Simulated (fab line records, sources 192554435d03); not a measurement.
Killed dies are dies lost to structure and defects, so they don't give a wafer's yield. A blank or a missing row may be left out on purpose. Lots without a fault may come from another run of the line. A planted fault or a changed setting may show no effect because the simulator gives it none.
Chamber matching | flow n5_finfet | N5_MOL_CONTACT_COAG_ETCH_89 on rie_diel-02: 4 sister chambers
The step etches underlayer in N2/H2, target depth 13 nm, time 10.4 s. 8 wafers are shown with their chamber, then 9 later ones without.

WAFERS WITH THEIR CHAMBER
wafer  | chamber | drypump_motor_current_A (A) | showerhead_plenum_p_Torr (Torr)
L078.3 | 3       | 5.9                         | 2.67
L086.2 | 3       | 5.9                         | 2.66
L086.3 | 1       | 6.1                         | 2.43
L087.4 | 2       | 5.7                         | 2.50
L087.5 | 1       | 6.2                         | 2.42
L091.2 | 0       | 5.2                         | 2.52
L091.4 | 2       | 5.7                         | 2.49
L091.5 | 0       | 5.3                         | 2.52

WAFERS WITHOUT THEIR CHAMBER
wafer  | drypump_motor_current_A (A) | showerhead_plenum_p_Torr (Torr)
L094.3 | 5.2                         | 2.52
L094.4 | 6.1                         | 2.42
L094.5 | 5.9                         | 2.66
L092.1 | 5.9                         | 2.66
L092.2 | 5.2                         | 2.52
L092.5 | 5.9                         | 2.66
L095.2 | 6.1                         | 2.42
L095.3 | 5.2                         | 2.52
L095.5 | 5.2                         | 2.52

WHICH CHAMBER EACH WENT THROUGH
wafer  | from the rows above | in truth
L094.3 | 0                   | 0
L094.4 | 1                   | 1
L094.5 | 3                   | 3
L092.1 | 3                   | 3
L092.2 | 0                   | 0
L092.5 | 3                   | 3
L095.2 | 1                   | 1
L095.3 | 0                   | 0
L095.5 | 0                   | 0
Placed correctly: 9 of 9. Can't be placed from these rows: 0. Placed wrongly: 0.
How it was worked out, from the rows above alone: a wafer's distance from a chamber is the root of the sum, over the readings, of the square of ((its reading less the chamber's mean) divided by the reading's scatter). The wafer belongs to the nearest chamber; if the next one is less than 2 further off, it can't be placed. A chamber's mean is the mean of its shown wafers. The scatter: the root of (the sum of the squares of (reading less its chamber's mean) over the shown wafers, divided by (wafers less chambers)).
